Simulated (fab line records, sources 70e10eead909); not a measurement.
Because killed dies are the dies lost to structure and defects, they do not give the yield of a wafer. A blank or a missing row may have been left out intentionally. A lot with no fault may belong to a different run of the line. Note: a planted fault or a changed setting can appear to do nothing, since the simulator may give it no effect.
Which of the tools did it? || flow nand-harc || 36 wafers from 12 lots sampled at 3 of the route's 1302 steps

WHAT THE GAUGES READ, wafer by wafer
NHARC_P_M0_OVL_MEAS_10: pitch 180 nm.
{"lot": "L075", "measured": "day 6 13:02", "on": "overlay-02", "overlay-x-nm (nm)": "-0.6 -0.6 -0.7"}
{"lot": "L077", "measured": "day 7 05:11", "on": "overlay-01", "overlay-x-nm (nm)": "1.2 0.3 0.7"}
{"lot": "L079", "measured": "day 8 04:15", "on": "overlay-02", "overlay-x-nm (nm)": "-0.5 -0.6 -0.7"}
{"lot": "L081", "measured": "day 9 06:01", "on": "overlay-01", "overlay-x-nm (nm)": "-0.1 0.0 0.0"}
{"lot": "L083", "measured": "day 10 01:24", "on": "overlay-02", "overlay-x-nm (nm)": "-1.3 -1.1 -1.2"}
{"lot": "L085", "measured": "day 10 16:22", "on": "overlay-02", "overlay-x-nm (nm)": "0.2 0.4 0.5"}
{"lot": "L087", "measured": "day 11 15:49", "on": "overlay-02", "overlay-x-nm (nm)": "-0.1 -0.6 0.1"}
{"lot": "L089", "measured": "day 12 11:55", "on": "overlay-02", "overlay-x-nm (nm)": "0.6 0.3 0.5"}
{"lot": "L091", "measured": "day 13 00:21", "on": "overlay-01", "overlay-x-nm (nm)": "-0.5 -0.2 -1.0"}
{"lot": "L094", "measured": "day 14 04:19", "on": "overlay-01", "overlay-x-nm (nm)": "0.2 -0.1 0.2"}
{"lot": "L095", "measured": "day 14 17:33", "on": "overlay-01", "overlay-x-nm (nm)": "0.1 -0.1 0.6"}
{"lot": "L096", "measured": "day 16 00:20", "on": "overlay-02", "overlay-x-nm (nm)": "1.3 0.4 0.6"}

TOOL THAT RAN EACH LOT (tool first, then ch and the chambers of the sampled wafers, then the start)
{"lot": "L075", "NHARC_P_CONTACT_CVD_23": "cvd-w-01 ch 0,1, day 6 11:39 or earlier", "NHARC_P_CONTACT_CMP_24": "cmp-03 ch 0,1,3, day 6 11:39"}
{"lot": "L077", "NHARC_P_CONTACT_CVD_23": "cvd-w-01 ch 0,1, day 7 03:52 or earlier", "NHARC_P_CONTACT_CMP_24": "cmp-03 ch 1,2,3, day 7 03:52"}
{"lot": "L079", "NHARC_P_CONTACT_CVD_23": "cvd-w-02 ch 0,1, day 8 02:53 or earlier", "NHARC_P_CONTACT_CMP_24": "cmp-01 ch 1,3, day 8 02:53"}
{"lot": "L081", "NHARC_P_CONTACT_CVD_23": "cvd-w-02 ch 0,1, day 9 04:40 or earlier", "NHARC_P_CONTACT_CMP_24": "cmp-04 ch 0,1,2, day 9 04:40"}
{"lot": "L083", "NHARC_P_CONTACT_CVD_23": "cvd-w-02 ch 0,1, day 10 00:03 or earlier", "NHARC_P_CONTACT_CMP_24": "cmp-03 ch 0,1,2, day 10 00:03"}
{"lot": "L085", "NHARC_P_CONTACT_CVD_23": "cvd-w-01 ch 1, day 10 14:56 or earlier", "NHARC_P_CONTACT_CMP_24": "cmp-04 ch 1,2,3, day 10 14:56"}
{"lot": "L087", "NHARC_P_CONTACT_CVD_23": "cvd-w-01 ch 0,1, day 11 14:32 or earlier", "NHARC_P_CONTACT_CMP_24": "cmp-03 ch 0,1,3, day 11 14:32"}
{"lot": "L089", "NHARC_P_CONTACT_CVD_23": "cvd-w-01 ch 0,1, day 12 10:34 or earlier", "NHARC_P_CONTACT_CMP_24": "cmp-01 ch 0,2,3, day 12 10:34"}
{"lot": "L091", "NHARC_P_CONTACT_CVD_23": "cvd-w-01 ch 0,1, day 12 22:57 or earlier", "NHARC_P_CONTACT_CMP_24": "cmp-03 ch 0,2,3, day 12 22:57"}
{"lot": "L094", "NHARC_P_CONTACT_CVD_23": "cvd-w-01 ch 0,1, day 14 02:57 or earlier", "NHARC_P_CONTACT_CMP_24": "cmp-01 ch 0,1,3, day 14 02:57"}
{"lot": "L095", "NHARC_P_CONTACT_CVD_23": "cvd-w-01 ch 0,1, day 14 16:10 or earlier", "NHARC_P_CONTACT_CMP_24": "cmp-04 ch 2,3, day 14 16:10"}
{"lot": "L096", "NHARC_P_CONTACT_CVD_23": "cvd-w-02 ch 0,1, day 15 22:57 or earlier", "NHARC_P_CONTACT_CMP_24": "cmp-04 ch 0,2,3, day 15 22:57"}
- NHARC_P_CONTACT_CVD_23: deposits W, target thk 200 nm, time 557 s.
- NHARC_P_CONTACT_CMP_24: polishes, t overpolish 30 s, target thk 200 nm.

THE ANSWER, worked out from the rows above alone
Rule: the lots themselves supply what counts as usual. The widest of any qualifying gaps counts: lots, ordered by their means at a reading, are off when they make up no more than a third of the lots, leave a main group of 4 or more, and stand apart from it by 3 or more times the standard deviation of that group's means. Not used: any main group whose means are identical at the precision the tables above print for the reading. A lot without any number at a reading at which 4 lots or more have one is off too. Any other lot the step has rows for is counted as sound.
None of the lots is off at any reading shown; this tells nothing.

WHAT WAS PUT IN BY THE SIMULATOR
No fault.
